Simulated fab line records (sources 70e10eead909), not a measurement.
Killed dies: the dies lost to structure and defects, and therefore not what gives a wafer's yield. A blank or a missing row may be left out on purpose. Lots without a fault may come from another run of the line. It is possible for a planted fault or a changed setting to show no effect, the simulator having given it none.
Check of tool commonality | flow nand harc | 2 lots and 6 wafers in the sample

== REASON FOR OPENING ==
At NHARC_END_SORT_01 the reading killed at array is flagged on 2 of 2 lots. No-fault wafers: 53, standard deviation 18.
Rule: a lot is flagged in two cases, either no wafer of it has a number, or all its wafers with numbers fall more than 4 standard deviations from that mean. The other lots count as sound.

lot  | measured     | on        | killed at array, wafer by wafer | flag
L153 | day 32 08:52 | prober-01 | 671 676 673                     | FLAGGED
L154 | day 33 02:47 | prober-01 | 673 670 673                     | FLAGGED
Average over the flagged lots: 673; offset from the usual +620, equal to +34 standard deviations.

== TOOL THAT RAN EACH LOT ==
Before the reading, the record contains 4 process steps out of a 1302-step route. Each cell gives the tool, then ch followed by the chambers the sampled wafers passed through, then the start.
lot  | flag    | NHARC_A_CONTACT_DEP_85        | NHARC_A_CONTACT_DESCUM_13          | NHARC_A_CONTACT_ETCH_136             | NHARC_A_CONTACT_ETCH_98
L153 | FLAGGED | pecvd-01 ch 1,2, day 30 05:25 | rie diel-12 ch 0,2, day 30 06:35   | har cap etch-03 ch 0,1, day 30 08:12 | rie diel-13 ch 0,1,2, day 32 08:52 or earlier
L154 | FLAGGED | pecvd-03 ch 0,2, day 30 20:48 | rie diel-12 ch 0,1,3, day 30 21:35 | har cap etch-02 ch 0,1, day 30 23:23 | rie diel-10 ch 1,2,3, day 33 02:47 or earlier
These steps, and what they do:
- NHARC_A_CONTACT_DEP_85: deposits SiON, target thk 60 nm.
- NHARC_A_CONTACT_DESCUM_13: chemistry O2, time 3 s.
- NHARC_A_CONTACT_ETCH_136: etches the open film in C4F8/O2/Ar, time 311 s, target depth 1912 nm.
- NHARC_A_CONTACT_ETCH_98: etches the open film in C4F6/O2, target depth 20 nm, time 10 s.
- NHARC_END_SORT_01

== FLAGGED OVER TOTAL, TOOL BY TOOL (the gauges that took the reading come last) ==
step                      | tool            | lots run | flagged | share of the flagged lots | sound lots run after its first flagged lot
NHARC_A_CONTACT_DEP_85    | pecvd-01        | 1        | 1       | some                      | 0
NHARC_A_CONTACT_DEP_85    | pecvd-03        | 1        | 1       | some                      | 0
NHARC_A_CONTACT_DESCUM_13 | rie diel-12     | 2        | 2       | all                       | 0
NHARC_A_CONTACT_ETCH_136  | har cap etch-02 | 1        | 1       | some                      | 0
NHARC_A_CONTACT_ETCH_136  | har cap etch-03 | 1        | 1       | some                      | 0
NHARC_A_CONTACT_ETCH_98   | rie diel-10     | 1        | 1       | some                      | 0
NHARC_A_CONTACT_ETCH_98   | rie diel-13     | 1        | 1       | some                      | 0
NHARC_END_SORT_01         | prober-01       | 2        | 2       | all                       | 0
With no start given for some of its lots, NHARC_A_CONTACT_ETCH_98 uses the hours and lot order of NHARC_END_SORT_01.

== WHAT THE TABLE PERMITS ==
rie diel-12 at NHARC_A_CONTACT_DESCUM_13 and prober-01 at NHARC_END_SORT_01 are the 2 rows of the table that ran each flagged lot.
- rie diel-12 at NHARC_A_CONTACT_DESCUM_13 ran 2 lots, 2 of them flagged. It ran no sound lot before its first flagged lot in this sample, so the start can't be narrowed down.
- prober-01 at NHARC_END_SORT_01 ran 2 lots, 2 of them flagged. It ran no sound lot before its first flagged lot in this sample, so the start can't be narrowed down.
Counting lots can't tell these 2 tools apart, because each fits a fault that began at some hour. More lots, or a look at what each step does to the wafer, might.

== WHAT WAS PUT IN BY THE SIMULATOR ==
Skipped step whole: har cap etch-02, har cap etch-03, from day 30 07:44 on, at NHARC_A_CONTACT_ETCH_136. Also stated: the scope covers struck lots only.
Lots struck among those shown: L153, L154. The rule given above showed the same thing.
